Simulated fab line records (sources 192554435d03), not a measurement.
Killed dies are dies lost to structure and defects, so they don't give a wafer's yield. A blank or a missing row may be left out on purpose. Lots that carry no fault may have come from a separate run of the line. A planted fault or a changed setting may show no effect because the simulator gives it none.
Split-lot experiment    flow n5-finfet    21 wafers read across 7 lots, on a route 1938 steps long

THE SPLIT ITSELF
At N5_FIN_CUT_ETCH_21 (etches SOC in N2/H2, target depth 219 nm, overetch 43.8 nm, time 523.5 s), the setting bias-w was moved away from the recipe's 61 W on 5 of the 21 wafers read, by -7.8% to +15.5%. This setting was run at the recipe's value on the other wafers.

The reading comes from the split's own step.

THE READING
rf-vpp-V, in V, at N5_FIN_CUT_ETCH_21 (etches SOC in N2/H2, target depth 219 nm, overetch 43.8 nm, time 523.5 s). Fault-free wafers of this fab line usually give 240.7 V, standard deviation 1.3 V.

wafer   tool, chamber at the split  bias-w as run, W  against the recipe  rf-vpp-V, V  against lot-mates on the recipe
L074.1  rie-diel-06, 3              61                recipe              239.5        -
L074.2  rie-diel-06, 2              61                recipe              241.6        -
L074.4  rie-diel-06, 0              61                recipe              241.9        -
L081.3  rie-diel-06, 0              61                recipe              241.3        -
L081.4  rie-diel-06, 2              67.53             +10.7%              258.7        +18.5
L081.6  rie-diel-06, 3              61                recipe              239.1        -
L083.1  rie-diel-01, 1              61                recipe              240.5        -
L083.5  rie-diel-01, 1              66.05             +8.3%               253.2        +12.7
L083.6  rie-diel-01, 0              66.05             +8.3%               253.7        +13.2
L091.3  rie-diel-06, 0              61                recipe              239.8        -
L091.4  rie-diel-06, 1              70.44             +15.5%              265.8        +24.2
L091.5  rie-diel-06, 1              61                recipe              243.4        -
L092.1  rie-diel-03, 3              61                recipe              241.3        -
L092.3  rie-diel-03, 2              61                recipe              239.2        -
L092.4  rie-diel-03, 2              61                recipe              239.7        -
L095.1  rie-diel-06, 1              56.27             -7.8%               228.7        -11.1
L095.3  rie-diel-06, 0              61                recipe              240.1        -
L095.5  rie-diel-06, 3              61                recipe              239.4        -
L097.1  rie-diel-06, 1              61                recipe              243.0        -
L097.2  rie-diel-06, 2              61                recipe              242.6        -
L097.3  rie-diel-06, 3              61                recipe              240.3        -

FIT RESULTS
A straight line over all 21 wafers: rf-vpp-V changes by +1.6 V for each +1% of bias-w; r = +0.99; the points scatter about the line by 1.3 V.
The same after taking each lot's own level away (the mean of its wafers on the recipe; 21 wafers): +1.58 V for each +1%; r = +0.99; scatter 1.1 V.
On that fit, the largest move of bias-w shifts the reading by 24 V.
The lots' own levels span 239.75 to 241.97 V, that is 1.7 times the standard deviation above.
Hence the lot-to-lot level has little effect on the slope; both slopes agree.
Check: for one of the wafers moved furthest among these (+15.5%), held out of the fit, the line's prediction against its lot-mates is +24.7 V. It came out at +24.2 V against them.
Tool readings at the split's step, against how far the setting was moved: rf-vpp-V r = +0.99.

THE OTHER SPLITS THESE WAFERS WENT THROUGH
Other splits were also applied to these wafers ahead of the reading. Each is held against what the fit with the lots' levels taken away leaves over:
other split on the same wafers     wafers away from the commonest value  r with rf-vpp-V (lot level and that fit taken away)
N5_WELL_APT_EXPOSE_05 dose-mj      9                                     -0.17
N5_WELL_APT_DESCUM_13 time-s       4                                     -0.35
N5_FIN_SAQP_ALD_61 temp-c          10                                    +0.19
N5_FIN_SAQP_EXPOSE_13 dose-mj      6                                     -0.12
N5_FIN_SAQP_MANDREL_ETCH_22 icp-w  9                                     +0.27

FILE'S OWN FIT
rf-vpp-V changes by +1.59 V for each +1% of bias-w, r = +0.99.
